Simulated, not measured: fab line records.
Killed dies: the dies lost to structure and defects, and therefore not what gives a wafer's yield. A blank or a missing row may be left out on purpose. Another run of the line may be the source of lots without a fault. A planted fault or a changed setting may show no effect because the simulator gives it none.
fab line records	flow n5-finfet
record lots=6	wafers=18	last-day=17
route steps=1938 shown BEOL_M14@1761 BEOL_M15@1773 PASSIVATION@1936
lots untouched by any fault: they come from a run of this same line in which no faults occurred
start-h: the number of hours between the record's first day and the start of the first shown wafer of the lot	wait-h: how many hours have passed since the lot's step before this one	" the same as in the row above	L1.1+2: a row that stands for several wafers	- no value, or no start was given	* or withheld: withheld	< > ~ a bound
route shown NAME@n: a module of which the file shows steps, and the number in the route of the first	usual: mean/standard deviation of fault-free wafers	same: alike in all rows	chamber/n: place in a boat	sites: the reading at each site	_std_site: how widely they spread, as a standard deviation	_edge_site: the outer-site mean with the inner-site mean subtracted	radius-mm: for every site, how far away it sits from the centre of the wafer	mask NAME#n: copy n	behind: tool/chamber where the wafer was last shaped	hold: reason for holding the lot/hours on hold/outcome of the hold	device: the transistor (n, p or np) that didn't switch	end of line: tests run on the same wafers once the route is complete	a step without rows: its recipe alone	killed: dies lost to structure and defects at the first sort, not the wafer's yield	map: per-die view of a wafer (x killed, . not killed, _ where there is no die)
set.NAME: setting as actually run; set.NAME@STEP: the setting as run at that earlier step	model.NAME: the simulator's own value behind a step, which no gauge read
lots at some steps of the route; a table a step, a row a wafer
services: when a tool's chamber went out of use (start-h, in hours from the record's first day, below 0 if earlier), for how many hours, and the reason
## steps
# step N5_BEOL_M14_PRE_CLEAN_42
# recipe gas=H2/He	time-s=30	temp-c=300
# step N5_BEOL_M14_SPUTTER_43
# recipe material=TaN	target-thk-a=150	temp-c=50	bias-v=168.6	power-w=15000	chamber-pressure-pa=0.12	time-s=24.19
# usual throttle-valve-pct=30.0/1.2
lot.wafer	tool	chamber	start-h	wait-h	throttle-valve-pct
L705.1	pvd-sputter-03	-	253.63	0.0	30.0
L705.2	"	-	"	"	31.9
L705.5	"	-	"	"	32.0
L711.4	pvd-sputter-03	-	282.99	0.0	30.6
L711.5	"	-	"	"	29.9
L711.6	"	-	"	"	30.2
L712.2	pvd-sputter-03	-	295.46	0.0	30.1
L712.5	"	-	"	"	30.2
L712.6	"	-	"	"	32.1
L718.2	pvd-sputter-01	-	334.88	0.0	29.6
L718.3	"	-	"	"	29.0
L718.4	"	-	"	"	30.7
L724.1	pvd-sputter-01	-	366.43	0.0	30.6
L724.4	"	-	"	"	29.4
L724.6	"	-	"	"	29.4
L726.2	pvd-sputter-03	-	382.51	0.0	30.4
L726.4	"	-	"	"	30.0
L726.6	"	-	"	"	31.7
# step N5_BEOL_M14_SPUTTER_44
# recipe material=Ta	target-thk-a=150	temp-c=50	bias-v=80	power-w=15000	chamber-pressure-pa=0.07	time-s=24.19
# usual throttle-valve-pct=30.0/1.2
lot.wafer	tool	chamber	start-h	wait-h	throttle-valve-pct
L705.1	pvd-sputter-03	-	253.71	0.0	29.9
L705.2	"	-	"	"	32.1
L705.5	"	-	"	"	32.1
L711.4	pvd-sputter-03	-	283.07	0.0	30.7
L711.5	"	-	"	"	29.9
L711.6	"	-	"	"	30.3
L712.2	pvd-sputter-03	-	295.54	0.0	30.0
L712.5	"	-	"	"	30.5
L712.6	"	-	"	"	31.9
L718.2	pvd-sputter-01	-	334.96	0.0	29.6
L718.3	"	-	"	"	28.8
L718.4	"	-	"	"	30.7
L724.1	pvd-sputter-01	-	366.51	0.0	30.6
L724.4	"	-	"	"	29.4
L724.6	"	-	"	"	29.4
L726.2	pvd-sputter-03	-	382.59	0.0	30.3
L726.4	"	-	"	"	30.4
L726.6	"	-	"	"	31.9
# step N5_BEOL_M14_SPUTTER_45
# recipe material=Cu	target-thk-a=1000	temp-c=-20	bias-v=60	power-w=26000	chamber-pressure-pa=0.13	time-s=16.67
# usual throttle-valve-pct=30.0/1.2
lot.wafer	tool	chamber	start-h	wait-h	throttle-valve-pct
L705.1	pvd-sputter-03	-	253.79	0.0	29.9
L705.2	"	-	"	"	32.1
L705.5	"	-	"	"	31.9
L711.4	pvd-sputter-03	-	283.15	0.0	30.3
L711.5	"	-	"	"	29.9
L711.6	"	-	"	"	30.5
L712.2	pvd-sputter-03	-	295.62	0.0	30.0
L712.5	"	-	"	"	30.5
L712.6	"	-	"	"	31.9
L718.2	pvd-sputter-01	-	335.04	0.0	29.1
L718.3	"	-	"	"	29.1
L718.4	"	-	"	"	30.9
L724.1	pvd-sputter-01	-	366.59	0.0	30.7
L724.4	"	-	"	"	29.3
L724.6	"	-	"	"	29.2
L726.2	pvd-sputter-03	-	382.67	0.0	30.2
L726.4	"	-	"	"	30.3
L726.6	"	-	"	"	31.7
# step N5_BEOL_M14_ECD_47
# recipe material=Cu	target-thk-a=12480
# step N5_BEOL_M14_ANNEAL_48
# recipe temp-c=225	time-s=90	ambient=N2
# usual wafer_temp_C_max=226.3/0.43
lot.wafer	tool	chamber	start-h	wait-h	wafer_temp_C_max
L705.1	rtp-anneal-01	0	254.10	0.1	226.5
L705.2	"	0	"	"	226.6
L705.5	"	0	"	"	226.2
L711.4	rtp-anneal-01	0	283.59	0.2	226.6
L711.5	"	0	"	"	226.0
L711.6	"	0	"	"	226.5
L712.2	rtp-anneal-01	0	295.97	0.2	226.7
L712.5	"	0	"	"	226.3
L712.6	"	0	"	"	226.7
L718.2	rtp-anneal-02	0	335.91	0.7	225.7
L718.3	"	0	"	"	225.8
L718.4	"	0	"	"	225.7
L724.1	rtp-anneal-02	0	367.15	0.4	225.7
L724.4	"	0	"	"	225.6
L724.6	"	0	"	"	225.6
L726.2	rtp-anneal-01	0	383.02	0.2	226.3
L726.4	"	0	"	"	226.4
L726.6	"	0	"	"	226.4
# step N5_BEOL_M14_CMP_49
# recipe stop-on=SiO2	t-overpolish-s=5.2	down-force-psi=2	platen-rpm=80	clearing-platen-down-force-psi=2	clearing-platen-rpm=80	post-cmp-clean=cu-alkaline	target-thk-nm=560	clearing-platen-pad-velocity-m-s=1.5917	pad-velocity-m-s=1.5917
# step N5_BEOL_M14_THK_MEAS_50
# recipe thk-meas-gauge=xrf	reads=Cu_of_BEOL_M14_ECD_47
# usual M14_THK=530/9.5
lot.wafer	tool	chamber	start-h	wait-h	M14_THK[nm]
L705.1	film-metro-02	-	254.69	-	525
L705.2	"	-	"	"	533
L705.5	"	-	"	"	515
L711.4	film-metro-02	-	284.05	-	532
L711.5	"	-	"	"	542
L711.6	"	-	"	"	529
L712.2	film-metro-01	-	296.52	-	539
L712.5	"	-	"	"	532
L712.6	"	-	"	"	516
L718.2	film-metro-02	-	336.46	-	536
L718.3	"	-	"	"	543
L718.4	"	-	"	"	506
L724.1	film-metro-01	-	367.75	-	521
L724.4	"	-	"	"	528
L724.6	"	-	"	"	535
L726.2	film-metro-01	-	383.56	-	543
L726.4	"	-	"	"	528
L726.6	"	-	"	"	530
# step N5_BEOL_M14_PRE_CLEAN_52
# recipe gas=NH3	time-s=15	temp-c=withheld	rf-power-w=300
# step N5_BEOL_M14_DEP_53
# recipe material=SiCN	target-thk-a=500	temp-c=withheld	precursor=3MS/NH3	pressure-torr=3	rf-w=675	time-s=17.8
# step N5_BEOL_M14_RS_MEAS_54
# recipe thk-meas-gauge=four-point-probe	reads=Cu_of_BEOL_M14_ECD_47+Ta_of_BEOL_M14_SPUTTER_44+TaN_of_BEOL_M14_SPUTTER_43
# usual M14_RS=0.0331/0.00062
lot.wafer	tool	chamber	start-h	wait-h	M14_RS[ohm/sq]
L705.1	film-metro-02	-	254.82	0.0	0.0333
L705.2	"	-	"	"	0.0329
L705.5	"	-	"	"	0.0339
L711.4	film-metro-02	-	284.18	0.0	0.0329
L711.5	"	-	"	"	0.0326
L711.6	"	-	"	"	0.0328
L712.2	film-metro-01	-	296.65	0.1	0.0326
L712.5	"	-	"	"	0.0331
L712.6	"	-	"	"	0.0341
L718.2	film-metro-02	-	336.59	0.1	0.0324
L718.3	"	-	"	"	0.0321
L718.4	"	-	"	"	0.0344
L724.1	film-metro-02	-	367.88	0.0	0.0336
L724.4	"	-	"	"	0.0333
L724.6	"	-	"	"	0.0328
L726.2	film-metro-02	-	383.72	0.1	0.0320
L726.4	"	-	"	"	0.0330
L726.6	"	-	"	"	0.0328
# step N5_BEOL_M14_INSPECT_55
# recipe inspect-instrument=darkfield	mode=post-dep
# usual raw-defect-count=73/24
lot.wafer	tool	chamber	start-h	wait-h	raw-defect-count
L705.1	defect-inspect-02	-	254.84	0.0	81
L705.2	"	-	"	"	66
L705.5	"	-	"	"	49
L711.4	defect-inspect-02	-	284.20	0.0	65
L711.5	"	-	"	"	62
L711.6	"	-	"	"	53
L712.2	defect-inspect-02	-	296.67	0.0	42
L712.5	"	-	"	"	87
L712.6	"	-	"	"	71
L718.2	defect-inspect-01	-	336.61	0.0	61
L718.3	"	-	"	"	81
L718.4	"	-	"	"	102
L724.1	defect-inspect-02	-	367.90	0.0	61
L724.4	"	-	"	"	45
L724.6	"	-	"	"	86
L726.2	defect-inspect-01	-	383.75	0.0	47
L726.4	"	-	"	"	39
L726.6	"	-	"	"	31
# step N5_BEOL_M15_ILD_DEP_00
# recipe material=SiO2	target-thk-a=16293	temp-c=400	precursor=TEOS/O2	pressure-torr=6.5	rf-w=900	teos-flow-sccm=161.4	gas=O2	flow-sccm=2650	time-s=346.1
# usual chamber-pressure-Torr=6.500/0.016	heater-power-w=594/100	showerhead-plenum-p-Torr=8.332/0.023	throttle-valve-pct=18.6/1.6
lot.wafer	tool	chamber	start-h	wait-h	chamber-pressure-Torr	heater-power-w	showerhead-plenum-p-Torr	throttle-valve-pct
L705.1	pecvd-01	1	254.88	0.0	6.527	610	8.323	21.4
L705.2	"	0	"	"	6.513	597	8.312	17.3
L705.5	"	2	"	"	6.519	539	8.378	16.2
L711.4	pecvd-04	0	284.35	0.1	6.505	612	8.332	19.7
L711.5	"	1	"	"	6.517	815	8.337	19.5
L711.6	"	2	"	"	6.489	740	8.348	18.0
L712.2	pecvd-02	0	296.71	0.0	6.520	475	8.323	18.6
L712.5	"	1	"	"	6.483	436	8.365	19.6
L712.6	"	0	"	"	6.490	556	8.320	18.8
L718.2	pecvd-02	0	336.65	0.0	6.505	574	8.324	18.9
L718.3	"	1	"	"	6.491	559	8.356	19.6
L718.4	"	0	"	"	6.516	457	8.324	18.5
L724.1	pecvd-02	2	367.94	0.0	6.485	484	8.322	17.3
L724.4	"	2	"	"	6.517	391	8.297	17.1
L724.6	"	1	"	"	6.524	438	8.359	19.4
L726.2	pecvd-04	1	383.79	0.0	6.514	837	8.312	19.4
L726.4	"	2	"	"	6.501	618	8.338	18.0
L726.6	"	1	"	"	6.528	639	8.344	19.7
# step N5_BEOL_M15_THK_MEAS_01
# recipe reads=SiO2_of_BEOL_M15_ILD_DEP_00
# usual M15_ILD_THK=1621/21
lot.wafer	tool	chamber	start-h	wait-h	M15_ILD_THK[nm]
L705.1	film-metro-01	-	255.13	0.1	1628
L705.2	"	-	"	"	1617
L705.5	"	-	"	"	1646
L711.4	film-metro-01	-	284.49	0.0	1620
L711.5	"	-	"	"	1631
L711.6	"	-	"	"	1641
L712.2	film-metro-02	-	296.96	0.1	1591
L712.5	"	-	"	"	1629
L712.6	"	-	"	"	1610
L718.2	film-metro-01	-	336.90	0.1	1594
L718.3	"	-	"	"	1576
L718.4	"	-	"	"	1633
L724.1	film-metro-02	-	368.19	0.1	1616
L724.4	"	-	"	"	1658
L724.6	"	-	"	"	1645
L726.2	film-metro-01	-	384.04	0.1	1620
L726.4	"	-	"	"	1654
L726.6	"	-	"	"	1635
# step N5_BEOL_M15_COAT_58
# recipe resist=BARC	temp-c=205	time-s=60	spin-rpm=1500	resist-thk-nm=89
# step N5_BEOL_M15_COAT_04
# recipe spin-rpm=1704	resist-thk-nm=800
# step N5_BEOL_M15_EBR_06
# recipe solvent=PGMEA	ebr-width-mm=1.5
# step N5_BEOL_M15_SOFTBAKE_05
# recipe temp-c=130	time-s=60
# step N5_BEOL_M15_EXPOSE_07
# recipe mask-id=V14	na=0.8	source-shape=annular	sigma-inner=0.5	sigma-outer=0.8	polarization=unpolarized	attpsm-phase-deg=180	dose-mj=41.25
# step N5_BEOL_M15_PEB_08
# recipe peb-temp-c=130	peb-time-s=90
# step N5_BEOL_M15_DEVELOP_09
# recipe develop-time-s=45	rinse-liquid=diw	dry=air-spin	dev-temp-c=21
# step N5_BEOL_M15_HARDBAKE_14
# recipe temp-c=130	time-s=120
# step N5_BEOL_M15_CD_MEAS_10
# recipe target-cd-nm=360	landing-energy-ev=500	detector=se-inlens	polarity=opening
# usual cd-nm=360.5/1.7
lot.wafer	tool	chamber	start-h	wait-h	cd-nm
L705.1	cd-sem-03	0	255.56	-	360.7
L705.2	"	0	"	"	361.2
L705.5	"	0	"	"	362.6
L711.4	cd-sem-02	0	284.80	-	362.2
L711.5	"	0	"	"	359.7
L711.6	"	0	"	"	361.3
L712.2	cd-sem-03	0	297.26	-	357.2
L712.5	"	0	"	"	359.8
L712.6	"	0	"	"	357.7
L718.2	cd-sem-02	0	337.20	-	359.5
L718.3	"	0	"	"	360.2
L718.4	"	0	"	"	358.0
L724.1	cd-sem-02	0	368.49	-	363.6
L724.4	"	0	"	"	363.6
L724.6	"	0	"	"	361.0
L726.2	cd-sem-02	0	384.46	-	359.5
L726.4	"	0	"	"	360.6
L726.6	"	0	"	"	358.8
# step N5_BEOL_M15_OVL_MEAS_11
# recipe points-per-wafer=44
# usual V14_OVL=2/5.3
lot.wafer	tool	chamber	start-h	wait-h	V14_OVL[nm]
L705.1	overlay-02	0	255.59	0.0	7
L705.2	"	0	"	"	11
L705.5	"	0	"	"	11
L711.4	overlay-02	0	284.82	0.0	3
L711.5	"	0	"	"	4
L711.6	"	0	"	"	13
L712.2	overlay-02	0	297.29	0.0	2
L712.5	"	0	"	"	10
L712.6	"	0	"	"	2
L718.2	overlay-02	0	337.23	0.0	15
L718.3	"	0	"	"	14
L718.4	"	0	"	"	13
L724.1	overlay-02	0	368.52	0.0	4
L724.4	"	0	"	"	4
L724.6	"	0	"	"	5
L726.2	overlay-02	0	384.49	0.0	3
L726.4	"	0	"	"	2
L726.6	"	0	"	"	-8
# step N5_BEOL_M15_INSPECT_12
# recipe mode=adi	inspect-instrument=macro
# usual raw-defect-count=2/1.5
lot.wafer	tool	chamber	start-h	wait-h	raw-defect-count
L705.1	defect-inspect-01	-	255.61	0.0	3
L705.2	"	-	"	"	5
L705.5	"	-	"	"	3
L711.4	defect-inspect-01	-	284.85	0.0	0
L711.5	"	-	"	"	1
L711.6	"	-	"	"	1
L712.2	defect-inspect-02	-	297.32	0.0	3
L712.5	"	-	"	"	1
L712.6	"	-	"	"	1
L718.2	defect-inspect-02	-	337.26	0.0	>300
L718.3	"	-	"	"	>300
L718.4	"	-	"	"	>300
L724.1	defect-inspect-02	-	368.55	0.0	>300
L724.4	"	-	"	"	>300
L724.6	"	-	"	"	>300
L726.2	defect-inspect-02	-	384.52	0.0	6
L726.4	"	-	"	"	3
L726.6	"	-	"	"	3
# step N5_BEOL_M15_DESCUM_15
# recipe chemistry=O2	time-s=7.9	source-power-w=50	bias-power-w=20	pressure-mtorr=20	rf-frequency-hz=2.712e+07	temp-c=40	o2-flow-sccm=225
# usual bias-power-w=20.01/0.056	drypump-motor-current-A=5.7/0.41	oes-product-au=0.76/0.095	rf-vpp-V=242.9/1.4	showerhead-plenum-p-Torr=2.08/0.062	throttle-valve-pct=20.55/0.29
lot.wafer	tool	chamber	start-h	wait-h	bias-power-w	drypump-motor-current-A	oes-product-au	rf-hours-counter-h	rf-vpp-V	showerhead-plenum-p-Torr	throttle-valve-pct
L705.1	rie-diel-03	2	255.65	0.0	19.89	5.5	0.73	192	240.2	2.00	20.72
L705.2	"	3	"	"	20.09	5.2	0.72	204	246.1	2.18	20.72
L705.5	"	2	"	"	19.95	5.4	0.72	-	240.8	2.00	20.75
L711.4	rie-diel-04	0	284.88	0.0	20.07	4.7	0.67	233	241.2	1.99	20.74
L711.5	"	2	"	"	20.03	5.7	0.71	-	243.6	2.16	20.26
L711.6	"	3	"	"	20.01	6.0	0.69	-	243.8	2.07	21.02
L712.2	rie-diel-01	2	297.35	0.0	20.17	6.3	0.69	203	242.9	2.09	20.74
L712.5	"	1	"	"	20.01	6.0	0.83	-	244.2	2.10	19.99
L712.6	"	0	"	"	19.98	5.3	0.92	-	243.7	2.15	20.58
L718.2	rie-diel-01	2	337.29	0.0	19.97	6.3	0.68	218	242.4	2.09	20.76
L718.3	"	1	"	"	20.02	6.0	0.82	81	244.1	2.10	20.00
L718.4	"	0	"	"	19.96	5.3	0.89	40	243.9	2.14	20.59
L724.1	rie-diel-01	3	368.58	0.0	20.06	5.8	0.69	237	240.3	2.00	20.59
L724.4	"	0	"	"	20.07	5.3	0.87	50	242.6	2.14	20.61
L724.6	"	3	"	"	20.01	5.8	0.68	-	239.7	2.00	20.57
L726.2	rie-diel-01	3	384.55	0.0	20.02	5.8	0.68	242	241.6	2.00	20.60
L726.4	"	2	"	"	19.99	6.3	0.67	233	242.4	2.08	20.78
L726.6	"	1	"	"	20.00	6.0	0.80	-	242.3	2.09	20.04
# step N5_PASSIVATION_PROBE_49
# usual defect-limited-yield=90.9/1.5	killed_at_M0_to_M3=36/9.9	killed_at_M4_up=13/4.5	killed-at-contacts=13/6.4	killed-at-front-end=42/12	killed-at-other=3.4/3	killed-dies=107/18	killed-open=69/13	killed-short=35/8.2	sort_bin_5_function=5.3/1.1	sort_bin_6_memory=3.4/0.69	sort-n-pass=1073/18	sort-yield-pct=90.9/1.5
# same gross-dies=1180	killed-at-back-side=0	sort_bin_4_leakage[%]=0	sort_bin_8_speed[%]=0
lot.wafer	tool	chamber	start-h	wait-h	defect-limited-yield[%]	killed_at_M0_to_M3	killed_at_M4_up	killed-at-contacts	killed-at-front-end	killed-at-other	killed-dies	killed-open	killed-short	sort_bin_5_function[%]	sort_bin_6_memory[%]	sort-n-pass	sort-yield-pct[%]
L711.4	prober-01	-	306.51	0.2	90.8	37	16	11	38	6	108	75	33	5.3	3.5	1072	90.8
L711.5	prober-01	-	306.56	0.2	91.5	41	9	4	42	4	100	53	46	4.3	3.7	1080	91.5
L711.6	prober-01	-	306.61	0.3	91.2	29	26	12	34	3	104	66	37	5.0	3.6	1076	91.2
L718.2	prober-02	-	356.03	0.1	81.6	53	111	22	29	2	217	77	40	11.5	5.0	963	81.6
L718.3	prober-02	-	356.08	0.1	81.4	27	121	21	45	6	220	79	28	12.0	4.4	960	81.4
L718.4	prober-02	-	356.13	0.2	83.1	40	114	10	34	1	199	60	33	12.3	2.5	981	83.1
L724.1	prober-01	-	391.63	0.0	83.6	35	84	14	56	5	194	88	36	9.7	4.9	986	83.6
L724.4	prober-01	-	391.78	0.2	88.9	20	83	5	22	1	131	43	22	7.3	2.8	1049	88.9
L724.6	prober-01	-	391.88	0.3	84.3	22	128	6	27	2	185	41	29	10.8	3.4	995	84.3
# killed by level:class
L711.4 BEOL_M0_SAQP:geometric-particle:open=14 MOL_CONTACT_COAG:geometric-particle:open=9 FIN_SAQP:geometric-particle:open=8 BEOL_M4:geometric-particle:open=8 STI_FIN_REVEAL:geometric-particle:open=7 BEOL_M0_SAQP:geometric-particle:short=7 FIN_SAQP:geometric-particle:short=6 BEOL_M1:geometric-particle:open=6
L711.5 FIN_SAQP:geometric-particle:short=13 BEOL_M0_SAQP:geometric-particle:open=11 BEOL_M0_SAQP:geometric-particle:short=8 GATE_CUT:geometric-particle:short=7 BEOL_M4:geometric-particle:open=7 STI_FIN_REVEAL:geometric-particle:open=5 BEOL_M1:geometric-particle:open=5 BEOL_M2:geometric-particle:short=5
L711.6 BEOL_M4:geometric-particle:open=14 BEOL_M0_SAQP:geometric-particle:short=12 MOL_CONTACT_COAG:geometric-particle:open=9 FIN_SAQP:geometric-particle:short=6 DUMMY_GATE:geometric-particle:open=6 GATE_CUT:geometric-particle:open=5 BEOL_M0_SAQP:geometric-particle:open=5 BEOL_M2:geometric-particle:open=4
L718.2 BEOL_M15:unspecified=99 MOL_CONTACT_COAG:geometric-particle:open=13 BEOL_M3:geometric-particle:open=12 BEOL_M0_SAQP:geometric-particle:open=11 MOL_CONTACT_COAG:geometric-particle:short=9 STI_FIN_REVEAL:geometric-particle:open=8 BEOL_M1:geometric-particle:open=8 BEOL_M0_SAQP:geometric-particle:short=6
L718.3 BEOL_M15:unspecified=111 FIN_SAQP:geometric-particle:open=17 MOL_CONTACT_COAG:geometric-particle:open=17 BEOL_M3:geometric-particle:open=8 FIN_SAQP:geometric-particle:short=5 STI_FIN_REVEAL:geometric-particle:open=4 ILD0:geometric-particle:open=4 MOL_CONTACT_COAG:geometric-particle:short=4
L718.4 BEOL_M15:unspecified=101 BEOL_M0_SAQP:geometric-particle:open=15 BEOL_M0_SAQP:geometric-particle:short=13 FIN_SAQP:geometric-particle:open=8 MOL_CONTACT_COAG:geometric-particle:open=7 FIN_SAQP:geometric-particle:short=5 BEOL_M4:geometric-particle:open=5 STI_FIN_REVEAL:geometric-particle:open=4
L724.1 BEOL_M15:unspecified=66 FIN_SAQP:geometric-particle:open=25 FIN_SAQP:geometric-particle:short=18 BEOL_M3:geometric-particle:open=13 MOL_CONTACT_COAG:geometric-particle:open=12 BEOL_M4:geometric-particle:open=11 BEOL_M2:geometric-particle:open=7 BEOL_M0_SAQP:geometric-particle:open=4
L724.4 BEOL_M15:unspecified=64 BEOL_M4:geometric-particle:open=9 FIN_SAQP:geometric-particle:open=8 BEOL_M0_SAQP:geometric-particle:short=6 BEOL_M0_SAQP:geometric-particle:open=5 FIN_SAQP:geometric-particle:short=4 BEOL_M5:geometric-particle:open=4 DUMMY_GATE:geometric-particle:open=3
L724.6 BEOL_M15:unspecified=115 FIN_SAQP:geometric-particle:short=10 FIN_SAQP:geometric-particle:open=7 BEOL_M2:geometric-particle:open=6 BEOL_M4:geometric-particle:open=6 DUMMY_GATE:geometric-particle:open=4 MOL_CONTACT_COAG:geometric-particle:open=4 BEOL_M0_SAQP:geometric-particle:open=4
# map L718.3 (x killed, . not)
_________________...........x________________
______________.........x........_____________
___________.x..xx....x........x....__________
__________..........x........x.....x_________
________x..x...x....x................._______
_______x.xxx......x.x...............x..______
______..xxxxxx..x......................._____
_____..xxxxxx...............x...x........____
____xxxxxxxxxx.xx..x...............x......___
___.xxxxxxxxxxxx...xx...x...x.x..x...x.....__
___xxxxxxxxxxxxx....................x......__
__xxxxxxxxxxxxxx....x......x............x..._
__x.xxxxxxxxxx.x............................_
_..xxxxxxxxxxx..x.x.......x...x..............
_.xxxxxxxxxxxx....................x.......x..
_......xx.x.............x....................
_....xx.x..x.xx.....x...x.......x............
_xx.xx..x...x.......x.......x......x....x....
_...........xx...........x.....x..x.......x..
_.......x.x..................................
_x.....x...........x...x.x.....x...x.x.......
__........................x...........xx.x.._
__.x....x....x..x.............xx............_
___...................x..xx................__
___..............x......x..................__
____.x.x....................x.............___
_____...x......x....x.......x.....x.x....____
______.....x.................x.....xx..._____
_______......x.....x.........x...x.....______
________.................x...........x_______
__________.................x.......x_________
___________.................x......__________
______________...............x.._____________
_________________x.....x.....________________
# map L724.1 (x killed, . not)
_________________............________________
______________.x..........x..x.._____________
___________.x.x..x.....x......x....__________
__________.......x.....x.x.........._________
________.............x...x.x...x......_______
_______..............x..x............x.______
______...........x.............xx.....x._____
_____..x............xx................x.x____
____................x.............x...xxxx___
___...............x..x............x...xxxxx__
___........x.x......................xxxxxxx__
__......x...xx..xx.....x........x...x..xxxxx_
__.........x.x.....x..x.....xx......xxxxxxxx_
_.......x........x...........x......xxxxxxxxx
_..........x.............x..........x.xxxxxxx
_........x..x..x................x...x.xxxxxxx
_..................x....................xxxxx
_.......................x.x...x.......xx...xx
_..........x.........x..x.x..........x.x..x.x
_x...x.......xx...x......xx.................x
_............................................
__........x...........x.......xx..x..x..x..._
__......x......x....x............x.....x...._
___.....xx.......x.............x..xx.......__
___...........x......xx..........x.....x...__
____....................x.x....xx.x.......___
_____.....x.............x.x..x...........____
______....x........................x.x.._____
_______x...........x....x.....x.x......______
________.x.x....................x....x_______
__________x.......xx..........x..x.._________
___________..x.x..xx..............x__________
______________.................._____________
_________________............________________
## services
tool	chamber	start-h	hours	kind
pecvd-02	0	238.79	12.3	repair
rie-diel-04	0	241.77	2.9	repair
rie-diel-03	3	243.02	4.6	repair
pecvd-04	0	259.29	2.1	scheduled-down
rie-diel-04	3	266.66	7.7	repair
pecvd-04	0	272.73	8.0	repair
pecvd-01	0	276.77	4.4	repair
pecvd-04	-	286.91	2.5	repair
rie-diel-04	3	288.44	-	clean
rie-diel-04	3	288.44	-	consumable-replace:focus-ring
rie-diel-04	3	288.44	14.5	scheduled-down
rie-diel-04	3	288.44	14.5	vent-cycle
pecvd-01	0	289.85	5.5	scheduled-down
pecvd-04	2	305.03	5.5	scheduled-down
rie-diel-03	2	305.25	9.0	repair
rie-diel-01	3	312.30	7.9	repair
rie-diel-01	0	314.42	5.3	repair
rie-diel-01	0	332.02	2.5	repair
rie-diel-04	0	340.23	7.5	repair
rie-diel-04	2	341.48	8.4	repair
pecvd-02	0	342.26	4.8	repair
rie-diel-03	-	354.71	1.2	repair
pecvd-04	-	374.48	1.1	repair
pecvd-02	0	380.25	5.5	scheduled-down
## key
first-sign step=N5_BEOL_M15_INSPECT_12	reading=raw-defect-count	direction=up	sigmas=99+	usual=2	struck=>300
effect step=N5_PASSIVATION_PROBE_49	reading=killed_at_M4_up	direction=up	sigmas=21	usual=13	struck=107
more-kills-born-at N5_BEOL_M15_ILD_DEP_00@pecvd-02=556
met-at N5_BEOL_M15_ILD_DEP_00
struck-wafers L718.2,L718.3,L718.4,L724.1,L724.4,L724.6
onset-between 296.71 336.65
also-fits N5_BEOL_M14_SPUTTER_43:pvd-sputter-01,N5_BEOL_M14_SPUTTER_44:pvd-sputter-01,N5_BEOL_M14_SPUTTER_45:pvd-sputter-01,N5_BEOL_M14_ANNEAL_48:rtp-anneal-02
fault kind=chamber-particle-source	tool=pecvd-02	chamber=-	onset-h=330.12	steps=N5_BEOL_M15_ILD_DEP_00	rate-per-visit-cm2=0.6527	end-h=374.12
